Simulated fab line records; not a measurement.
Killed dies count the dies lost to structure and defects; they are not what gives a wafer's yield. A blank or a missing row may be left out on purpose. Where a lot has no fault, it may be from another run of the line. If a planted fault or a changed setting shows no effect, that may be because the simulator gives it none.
Matching of chambers -- flow n5 finfet -- 4 sister chambers for N5_BEOL_M15_DESCUM_33 on rie diel-02
The step chemistry O2, time 7.9 s. 14 wafers are shown with their chamber, then 7 later ones without.

== WAFERS, EACH WITH ITS CHAMBER ==
wafer,chamber,showerhead plenum p Torr (Torr),drypump motor current A (A),throttle valve pct (%)
L074.1,3,2.15,5.6,20.41
L074.3,2,2.03,5.9,20.27
L074.5,3,2.15,5.6,20.41
L078.1,2,2.03,6.0,20.29
L078.5,2,2.03,5.9,20.27
L078.6,1,2.02,6.4,20.14
L083.3,2,2.03,5.9,20.29
L083.4,0,2.24,5.6,20.02
L083.6,2,2.03,5.9,20.29
L088.1,3,2.14,5.6,20.44
L088.2,0,2.24,5.7,20.04
L088.4,2,2.02,6.0,20.32
L089.1,0,2.23,5.6,20.02
L089.3,1,2.02,6.4,20.15

SIGNATURES (means of the wafers above)
reading,chamber 0,chamber 1,chamber 2,chamber 3,scatter within a chamber
showerhead plenum p Torr,2.2367,2.0200,2.0283,2.1467,0.00465
drypump motor current A,5.633,6.400,5.933,5.600,0.0447
throttle valve pct,20.0267,20.1450,20.2883,20.4200,0.0161
Rule: distance of a wafer from a chamber = root of the sum over the readings of ((wafer's reading minus chamber's mean) / reading's scatter) squared. The wafer belongs to the nearest chamber; if the next one is less than 2 further off, it can't be placed. The scatter is the square root of a quotient: the sum, over the shown wafers, of each reading's squared deviation from its chamber's mean, divided by wafers minus chambers.

== WAFERS MISSING THEIR CHAMBER ==
wafer,showerhead plenum p Torr (Torr),drypump motor current A (A),throttle valve pct (%)
L089.6,2.02,6.4,20.17
L093.1,2.23,5.6,20.05
L093.4,2.13,5.5,20.47
L093.5,2.02,6.4,20.18
L096.1,2.23,5.6,20.05
L096.5,2.02,5.9,20.33
L096.6,2.01,6.4,20.17

== EACH ONE'S CHAMBER ==
wafer,from the rows above,in truth
L089.6,1,1
L093.1,0,0
L093.4,3,3
L093.5,1,1
L096.1,0,0
L096.5,2,2
L096.6,1,1
Placed correctly: 7 of 7. Not placeable from these rows: 0. 0 placed wrongly.
